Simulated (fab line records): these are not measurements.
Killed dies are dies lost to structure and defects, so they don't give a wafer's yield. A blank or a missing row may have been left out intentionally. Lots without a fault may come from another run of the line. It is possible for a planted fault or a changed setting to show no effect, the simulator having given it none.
fab line records	flow n5-finfet	part 2 of 2: steps 5 to 6 of 6
[record] lots = 20	wafers = 60	last-day = 21
route steps=1938 shown BEOL_M6@1256 BEOL_M7@1279
lots untouched by any fault: they come from a run of this same line in which no faults occurred
start-h: start of the lot's first displayed wafer, in hours after the record's first day	wait-h: hours from the lot's prior step to this one	" the same as in the row above	L1.1+2: one row covering several wafers at once	- no value present, or no start provided	* or withheld: withheld	< > ~ a bound
route shown NAME@n: NAME is a module with steps in the file, n the number in the route of the first one	usual: mean and standard deviation over wafers with no fault	same: alike in all rows	chamber/n: place in a boat	sites: per-site readings	_std_site: how widely they spread, as a standard deviation	_edge_site: outer sites' mean less inner sites'	radius-mm: how far each site lies from the wafer's centre	mask NAME#n: copy n	behind: the most recent tool/chamber to have shaped the wafer	hold: why the lot was held/for how many hours/how that ended	device: names the non-switching transistor (n, p or np)	end of line: the route-end tests of the same wafers	where a step has no rows: the recipe by itself	killed: dies lost to structure and defects at the first sort, not the wafer's yield	map: the dies of a wafer, with x for killed, . for not killed, _ for no die there
set.NAME: the setting as run; set.NAME@STEP: as run at that earlier step	model.NAME: the simulator's own value behind a step, which no gauge read
a sample of lots followed through the steps of the route, with each step as a table and each wafer as a row
services: from which hour (start-h, from the record's first day; less than 0 if before it) a tool's chamber was out of use, for how many hours, and why
[[steps]]
[step N5_BEOL_M7_STRIP_36]
[recipe] chemistry = N2/H2	power-w = 450	temp-c = 40	pressure-mtorr = 20	rf-frequency-hz = 6e+07	overash-fraction = 0.3	bias-power-w = 7	h2-frac = 0.5	n2-flow-sccm = 200	h2-flow-sccm = 200
[usual] drypump-motor-current-A = 5.6/0.44	h2-flow-sccm = 200.0/0.61	n2-flow-sccm = 200.0/0.58	oes-product-au = 0.78/0.092	rf-vpp-V = 59.4/1.6	showerhead-plenum-p-Torr = 2.55/0.098	throttle-valve-pct = 23.8/0.43
lot.wafer	tool	chamber	start-h	wait-h	drypump-motor-current-A	h2-flow-sccm	n2-flow-sccm	oes-product-au	rf-hours-counter-h	rf-vpp-V	showerhead-plenum-p-Torr	throttle-valve-pct
L077.2	rie-diel-06	3	286.24	0.0	6.0	200.4	199.4	0.91	30	59.4	2.58	23.6
L077.3	"	2	"	"	5.6	200.2	200.0	0.69	249	58.0	2.48	23.8
L077.5	"	2	"	"	5.6	200.1	199.6	0.69	-	61.3	2.48	23.7
L076.2	rie-diel-05	3	298.23	0.0	5.7	200.1	200.2	0.70	195	58.1	2.42	23.6
L076.4	"	2	"	"	6.1	200.3	199.3	0.76	158	60.2	2.67	24.1
L076.6	"	3	"	"	5.7	201.2	199.9	0.70	-	58.9	2.42	23.6
L080.2	rie-diel-02	3	303.74	0.0	5.7	200.1	200.4	0.82	112	59.4	2.48	24.7
L080.4	"	0	"	"	4.8	200.3	200.4	0.94	12	57.9	2.69	23.9
L080.5	"	0	"	"	4.8	200.7	201.1	0.97	-	60.2	2.69	23.9
L078.2	rie-diel-06	3	307.18	0.0	6.0	199.6	200.8	0.90	38	56.3	2.58	23.6
L078.4	"	0	"	"	5.8	200.5	199.7	0.75	-	57.9	2.55	24.0
L078.5	"	3	"	"	6.1	200.2	201.0	0.90	-	62.2	2.58	23.6
L082.3	rie-diel-05	2	312.55	0.0	6.1	199.7	200.2	0.75	163	59.6	2.67	24.2
L082.4	"	0	"	"	5.0	201.0	199.7	0.69	208	57.4	2.40	23.9
L082.6	"	2	"	"	6.1	200.3	199.9	0.75	-	60.9	2.67	24.2
L079.4	rie-diel-06	3	316.29	0.0	6.0	199.8	201.0	0.87	-	63.4	2.58	23.6
L079.5	"	0	"	"	5.8	200.5	200.0	0.75	-	59.4	2.55	24.0
L079.6	"	1	"	"	5.6	199.6	199.8	0.77	-	60.5	2.64	23.1
L086.2	rie-diel-05	2	325.33	0.0	6.1	199.3	199.9	0.74	168	59.9	2.67	24.2
L086.3	"	1	"	"	5.6	198.7	200.1	0.69	244	61.2	2.62	24.0
L086.4	"	3	"	"	5.7	200.2	200.2	0.68	204	59.3	2.42	23.6
L081.3	rie-diel-02	3	337.14	0.0	5.7	199.9	200.3	0.79	124	57.7	2.48	24.7
L081.5	"	2	"	"	5.0	199.5	200.8	0.97	-	60.2	2.60	23.5
L081.6	"	3	"	"	5.7	200.0	200.2	0.79	-	58.9	2.48	24.7
L084.1	rie-diel-06	3	339.37	0.0	6.1	199.6	199.9	0.87	50	61.6	2.57	23.6
L084.4	"	0	"	"	5.8	200.0	200.5	0.75	172	62.5	2.55	24.1
L084.5	"	1	"	"	5.6	200.4	200.1	0.75	-	60.1	2.63	23.1
L083.2	rie-diel-05	2	339.41	0.0	6.1	198.7	200.2	0.73	172	60.3	2.67	24.2
L083.3	"	3	"	"	5.7	200.5	201.0	0.68	208	58.9	2.42	23.6
L083.6	"	3	"	"	5.8	199.9	200.6	0.69	-	58.7	2.42	23.6
L085.2	rie-diel-06	2	353.79	0.0	5.6	198.5	199.6	0.95	11	58.3	2.48	23.1
L085.3	"	3	"	"	6.1	200.1	198.8	0.87	55	62.6	2.57	23.6
L085.4	"	3	"	"	6.1	199.5	199.7	0.87	-	57.5	2.57	23.6
L090.3	rie-diel-02	2	370.30	0.0	5.1	199.4	198.8	0.92	14	59.1	2.59	23.5
L090.4	"	2	"	"	5.0	199.2	198.9	0.93	-	61.2	2.59	23.5
L090.6	"	3	"	"	5.7	199.4	199.7	0.79	-	58.4	2.47	24.7
L089.1	rie-diel-05	3	381.33	0.0	5.7	200.3	199.4	0.69	222	60.4	2.41	23.6
L089.2	"	0	"	"	5.0	199.8	199.8	0.67	229	59.5	2.39	23.9
L089.4	"	2	"	"	6.2	200.1	199.3	0.71	-	60.9	2.66	24.2
L088.2	rie-diel-06	2	383.89	0.0	5.5	199.5	199.1	0.92	18	61.2	2.47	23.1
L088.5	"	2	"	"	5.5	200.1	199.3	0.93	-	60.4	2.48	23.2
L088.6	"	3	"	"	6.1	200.1	199.5	0.86	-	56.8	2.57	23.6
L087.1	rie-diel-05	0	384.34	0.0	5.0	199.9	199.5	0.68	230	59.7	2.39	23.9
L087.2	"	3	"	"	5.8	200.7	200.3	0.68	223	59.9	2.41	23.6
L087.6	"	0	"	"	5.0	199.7	199.0	0.69	-	59.8	2.39	23.9
L091.3	rie-diel-02	0	389.20	0.0	4.8	200.0	199.5	0.91	40	61.0	2.67	23.9
L091.4	"	2	"	"	5.1	199.3	200.3	0.92	19	61.2	2.59	23.5
L091.5	"	1	"	"	6.4	199.4	199.5	0.76	-	60.2	2.64	23.4
L092.2	rie-diel-02	1	389.60	0.0	6.4	199.0	199.5	0.77	141	58.7	2.65	23.4
L092.3	"	0	"	"	4.8	201.0	199.4	0.89	40	59.6	2.67	24.0
L092.5	"	3	"	"	5.7	200.3	200.1	0.78	-	61.4	2.47	24.7
L094.2	rie-diel-05	0	392.54	0.0	5.0	199.4	198.9	0.69	233	56.8	2.39	23.9
L094.3	"	1	"	"	5.5	199.5	200.1	0.94	3	61.2	2.62	23.6
L094.4	"	2	"	"	6.2	199.8	198.9	0.73	190	59.2	2.66	24.2
L093.2	rie-diel-06	1	413.25	0.0	5.6	200.8	198.7	0.74	153	60.9	2.62	23.2
L093.3	"	2	"	"	5.6	200.1	199.9	0.91	28	60.9	2.47	23.1
L093.6	"	3	"	"	6.1	200.6	199.9	0.85	-	60.6	2.56	23.6
L097.4	rie-diel-05	2	428.12	0.0	6.1	199.5	201.0	0.71	201	60.2	2.65	24.2
L097.5	"	3	"	"	5.7	198.9	199.8	0.66	-	59.2	2.40	23.6
L097.6	"	0	"	"	5.0	200.2	199.6	0.66	-	59.3	2.39	23.9
[step N5_BEOL_M7_OCD_MEAS_38]
[usual] trench-depth-nm = 92.6/2.3
lot.wafer	tool	chamber	start-h	wait-h	trench-depth-nm
L077.2	ocd-02	-	286.44	-	97.7
L077.3	"	-	"	"	91.4
L077.5	"	-	"	"	90.1
L076.2	ocd-01	-	298.43	-	91.5
L076.4	"	-	"	"	94.8
L076.6	"	-	"	"	92.2
L080.2	ocd-01	-	303.94	-	92.5
L080.4	"	-	"	"	95.9
L080.5	"	-	"	"	96.1
L078.2	ocd-02	-	307.38	-	97.4
L078.4	"	-	"	"	91.1
L078.5	"	-	"	"	97.8
L082.3	ocd-01	-	312.75	-	93.1
L082.4	"	-	"	"	91.6
L082.6	"	-	"	"	93.3
L079.4	ocd-01	-	316.48	-	98.3
L079.5	"	-	"	"	91.4
L079.6	"	-	"	"	92.1
L086.2	ocd-02	-	325.53	-	91.8
L086.3	"	-	"	"	89.9
L086.4	"	-	"	"	91.0
L081.3	ocd-01	-	337.34	-	90.9
L081.5	"	-	"	"	92.6
L081.6	"	-	"	"	90.1
L084.1	ocd-01	-	339.57	-	97.4
L084.4	"	-	"	"	91.2
L084.5	"	-	"	"	91.2
L083.2	ocd-02	-	339.61	-	92.1
L083.3	"	-	"	"	91.0
L083.6	"	-	"	"	91.4
L085.2	ocd-01	-	353.98	-	93.9
L085.3	"	-	"	"	97.7
L085.4	"	-	"	"	97.0
L090.3	ocd-02	-	370.50	-	91.6
L090.4	"	-	"	"	93.3
L090.6	"	-	"	"	90.5
L089.1	ocd-01	-	381.53	-	92.1
L089.2	"	-	"	"	91.7
L089.4	"	-	"	"	95.0
L088.2	ocd-01	-	384.08	-	95.2
L088.5	"	-	"	"	95.7
L088.6	"	-	"	"	97.9
L087.1	ocd-02	-	384.54	-	92.7
L087.2	"	-	"	"	92.5
L087.6	"	-	"	"	92.5
L091.3	ocd-02	-	389.40	-	94.2
L091.4	"	-	"	"	91.5
L091.5	"	-	"	"	89.7
L092.2	ocd-01	-	389.80	-	91.8
L092.3	"	-	"	"	95.6
L092.5	"	-	"	"	91.8
L094.2	ocd-02	-	392.74	-	92.7
L094.3	"	-	"	"	93.8
L094.4	"	-	"	"	93.1
L093.2	ocd-02	-	413.45	-	90.9
L093.3	"	-	"	"	93.8
L093.6	"	-	"	"	96.0
L097.4	ocd-01	-	428.32	-	92.7
L097.5	"	-	"	"	93.4
L097.6	"	-	"	"	92.7
[[services]]
tool	chamber	start-h	hours	kind
rie-diel-06	3	272.62	3.0	repair
rie-diel-05	0	278.72	5.3	repair
rie-diel-06	0	285.76	6.9	repair
rie-diel-06	2	292.73	-	clean
rie-diel-06	2	292.73	-	consumable-replace:focus-ring
rie-diel-06	2	292.73	33.7	scheduled-down
rie-diel-06	2	292.73	33.7	vent-cycle
rie-diel-02	2	317.30	-	clean
rie-diel-02	2	317.30	-	consumable-replace:focus-ring
rie-diel-02	2	317.30	12.3	scheduled-down
rie-diel-02	2	317.30	12.3	vent-cycle
rie-diel-05	0	344.40	2.8	repair
rie-diel-05	1	347.18	-	clean
rie-diel-05	1	347.18	-	consumable-replace:esc
rie-diel-05	1	347.18	-	consumable-replace:focus-ring
rie-diel-05	1	347.18	37.7	scheduled-down
rie-diel-05	1	347.18	37.7	vent-cycle
rie-diel-02	1	367.74	5.0	repair
rie-diel-06	0	401.30	8.8	repair
rie-diel-06	0	411.47	6.5	repair
rie-diel-02	2	417.51	2.8	repair
